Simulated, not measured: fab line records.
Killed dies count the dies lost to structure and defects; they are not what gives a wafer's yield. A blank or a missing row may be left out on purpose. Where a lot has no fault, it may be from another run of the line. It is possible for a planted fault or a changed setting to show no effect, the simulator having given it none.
Struck lot and sound lot, side by side + flow n5_finfet + 16 steps out of a route of 1938
Sound: wafers L488.1, L488.5, L488.6. Struck: wafer L478.1; the same lot's L478.5 was not struck, so it is left out; see the end for the cause.
Per side, at each step with rows, come the tool, then ch with its chambers, and then its first start. Under that, the readings that differ: sound wafers + struck wafers + difference of the means + sigmas: that difference in standard deviations of wafers without a fault.
alike: words and numbers the same on both sides, and readings whose means are apart by under 2 such deviations; not compared: readings that were withheld, readings missing a value for some wafer, numbers with overlapping values and no deviation given by the record, and bounds like >300 which may hide the same value.
Wherever a step has rows on one side only, a row that says differs or no value, or a row with sigmas, the two part there. Numbers that don't overlap but have no deviation are shown without sigmas and don't part them. A reading missing from all wafers of one side parts the sides only when that side holds two or more wafers.

first, 1 step without rows for these wafers: N5_ILD0_CURE_02 (time 1800 s).
N5_ILD0_CMP_03: polishes, stops on SiNx, t overpolish 1.9 s, target thk 197.38 nm.
  sound on cmp-03 ch 0,1, day 8 19:59; struck on cmp-03 ch 0, day 6 08:52
  alike: motor_current_A, overpolish_run_s, time_to_endpoint_s
N5_ILD0_THK_MEAS_04:
  sound: film_metro-01 at day 8 20:17; struck: film_metro-01 at day 6 09:02
  alike: thk_nm
N5_ILD0_CMP_07: polishes SiO2 flowable, stops on poly-Si, t overpolish 1.18 s, target thk 138.88 nm.
  sound on cmp-02 ch 1,2,3, day 8 20:23; struck on cmp-04 ch 1, day 6 09:11
  alike: motor_current_A
N5_ILD0_THK_MEAS_08:
  sound: film_metro-01 at day 8 20:37; struck: film_metro-02 at day 6 09:22
  alike: thk_nm
then, 1 step without rows for these wafers: N5_ILD0_PRECLEAN_10 (cleans in NF3:NH3, afs cycles 5, time 20 s, sublimation time 60 s).
N5_ILD0_ALD_15: deposits SiNx, target thk 24 nm, pulse time 1 s, ald cycles 480.
  sound on ald_sin-03 ch 0,1,2, day 8 21:54; struck on ald_sin-02 ch 0, day 6 10:05
| reading                      | sound             | struck | difference | sigmas |
|------------------------------|-------------------|--------|------------|--------|
| chamber_pressure_Torr (Torr) | 2.008 2.010 2.001 | 1.996  | -0.010     | -2     |
  alike: heater_power_outer_w, heater_power_w, precursor_pulse_height_rel
N5_ILD0_CMP_12: polishes SiNx, stops on poly-Si, t overpolish 6 s, target thk 17.67 nm.
  sound on cmp-03 ch 0,1, day 9 00:08; struck on cmp-02 ch 1, day 6 12:24
  alike: motor_current_A, overpolish_run_s, time_to_endpoint_s
N5_ILD0_THK_MEAS_13:
  sound: film_metro-02 at day 9 00:23; struck: film_metro-02 at day 6 12:35
  alike: thk_nm
N5_ILD0_INSPECT_06: inspects for defects (darkfield).
  sound: defect_inspect-01 at day 9 00:25; struck: defect_inspect-01 at day 6 12:37
  alike: raw_defect_count
N5_SDB_HM_DEP_00: deposits SiNx from SiH4/NH3/N2, target thk 40 nm, time 35.3 s.
  sound on pecvd-01 ch 0,1, day 9 00:28; struck on pecvd-04 ch 1, day 6 12:39
| reading                | sound          | struck | difference | sigmas |
|------------------------|----------------|--------|------------|--------|
| throttle_valve_pct (%) | 37.5 40.8 37.5 | 45.4   | +6.8       | +3     |
  alike: chamber_pressure_Torr, heater_power_outer_w, heater_power_w, showerhead_plenum_p_Torr
then, 1 step without rows for these wafers: N5_SDB_COAT_03 (time 60 s, resist thk 100 nm).
N5_SDB_COAT_04: time 60 s, resist thk 18 nm.
  sound on litho_track-04 ch 0, day 9 00:32; struck on litho_track-04 ch 0, day 6 12:44
| reading          | sound             | struck | difference | sigmas |
|------------------|-------------------|--------|------------|--------|
| run_length_s (s) | 66.69 66.56 66.62 | 78.62  | +12.00     | +57    |
then, 1 step without rows for these wafers: N5_SDB_COAT_05 (resist thk 90 nm).
-- the record jumps here: 5 days lie between the struck wafers' starts before and after (it left off in module SDB and takes up again in module BEOL_M4, whose first step shown is number 1111 of the route) --
N5_BEOL_M4_RC_MEAS_101:
  sound on prober-01 ch 0, day 13 08:50; struck on prober-02 ch 0, day 11 00:58
| reading       | sound          | struck | difference | sigmas |
|---------------|----------------|--------|------------|--------|
| ION_P (uA/um) | 465 468 464    | 454    | -12        | -2     |
| VT_P (mV)     | -252 -248 -252 | -257   | -6         | -2     |
  alike: DIBL_N, DIBL_P, IOFF_N, IOFF_P, ION_N, SS_N, SS_P, VT_N
-- here the record skips 4 days between the struck wafers' starts before and after, leaving off in module BEOL_M4 and picking up in module PASSIVATION (first step shown: number 1936 of the route) --
N5_PASSIVATION_PROBE_49:
  only the struck wafers here have rows in the record (prober-02, day 15 06:41); the sound ones have none

== WHERE THEY PART ==
First at N5_ILD0_ALD_15; last, within this record, at N5_PASSIVATION_PROBE_49.

WHY: what the simulator had put in
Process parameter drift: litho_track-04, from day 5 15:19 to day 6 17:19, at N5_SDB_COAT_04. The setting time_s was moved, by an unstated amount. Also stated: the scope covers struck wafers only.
